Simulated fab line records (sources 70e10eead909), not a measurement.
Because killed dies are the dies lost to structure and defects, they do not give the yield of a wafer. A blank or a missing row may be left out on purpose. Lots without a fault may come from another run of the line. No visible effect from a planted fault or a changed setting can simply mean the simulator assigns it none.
Matching of chambers + flow nand-harc + pecvd-03 running NHARC_A_BONDPAD_DEP_00: 3 sister chambers
The step deposits SiCN, target thk 250 nm. 3 wafers are shown with their chamber, then 7 later ones without.

== WAFERS, EACH WITH ITS CHAMBER ==
| wafer  | chamber | heater-power-w (W) |
|--------|---------|--------------------|
| L996.1 | 2       | 483                |
| L997.2 | 0       | 512                |
| L997.3 | 1       | 624                |

== WAFERS WITH NO CHAMBER GIVEN ==
| wafer  | heater-power-w (W) |
|--------|--------------------|
| L997.5 | 510                |
| L998.3 | 562                |
| L998.4 | 485                |
| L998.5 | 440                |
| L101.3 | 569                |
| L101.5 | 454                |
| L101.6 | 575                |

== THE CHAMBER EACH PASSED THROUGH ==
| wafer  | from the rows above          | in truth |
|--------|------------------------------|----------|
| L997.5 | can't be placed: 0 or 2      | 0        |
| L998.3 | can't be placed: 0 or 1 or 2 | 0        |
| L998.4 | can't be placed: 2 or 0      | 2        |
| L998.5 | can't be placed: 2 or 0      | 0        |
| L101.3 | can't be placed: 1 or 0 or 2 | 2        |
| L101.5 | can't be placed: 2 or 0      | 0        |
| L101.6 | can't be placed: 1 or 0 or 2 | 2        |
Correct placement for 0 of the 7. From these rows, 7 cannot be placed; in 7 the true chamber is one of the candidates. Placed wrongly: 0.
How it was worked out, from the rows above alone: a wafer's distance from a chamber is the root of the sum, over the readings, of the square of ((its reading less the chamber's mean) divided by the reading's scatter). The wafer belongs to the nearest chamber; if the next one is less than 2 further off, it can't be placed. Each chamber's mean is taken over the wafers shown for it. The scatter: root of mean squared gap, hidden wafer to nearest shown wafer, with one shown wafer a chamber.
